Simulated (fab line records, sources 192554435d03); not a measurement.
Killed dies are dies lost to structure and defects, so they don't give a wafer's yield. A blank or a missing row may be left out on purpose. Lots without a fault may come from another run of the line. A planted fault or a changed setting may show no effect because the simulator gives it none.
Chamber matching | flow n5_finfet | N5_FIN_SAQP_SPACER2_ALD_28 on ald_sin-02: 4 sister chambers
The step deposits SiO2, target thk 8.1 nm, pulse time 1 s, purge time 2 s. 4 wafers are shown with their chamber, then 7 later ones without.

WAFERS WITH THEIR CHAMBER
wafer  | chamber | heater_power_w (W)
L083.2 | 2       | 456
L090.1 | 1       | 452
L092.1 | 3       | 435
L092.2 | 0       | 516

WAFERS WITHOUT THEIR CHAMBER
wafer  | heater_power_w (W)
L092.4 | 444
L093.2 | 459
L093.5 | 523
L093.6 | 454
L097.1 | 456
L097.2 | 444
L097.5 | 465

WHICH CHAMBER EACH WENT THROUGH
wafer  | from the rows above          | in truth
L092.4 | can't be placed: 1 or 3 or 2 | 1
L093.2 | can't be placed: 2 or 1      | 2
L093.5 | 0                            | 0
L093.6 | can't be placed: 1 or 2      | 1
L097.1 | can't be placed: 2 or 1      | 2
L097.2 | can't be placed: 1 or 3 or 2 | 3
L097.5 | can't be placed: 2 or 1      | 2
Placed correctly: 1 of 7. Can't be placed from these rows: 6 (the true chamber is among the candidates in 6). Placed wrongly: 0.
How it was worked out, from the rows above alone: a wafer's distance from a chamber is the root of the sum, over the readings, of the square of ((its reading less the chamber's mean) divided by the reading's scatter). The wafer belongs to the nearest chamber; if the next one is less than 2 further off, it can't be placed. A chamber's mean is the mean of its shown wafers. The scatter: with one shown wafer a chamber, the root of the mean of the squares of how far each hidden wafer lies from its nearest shown one.
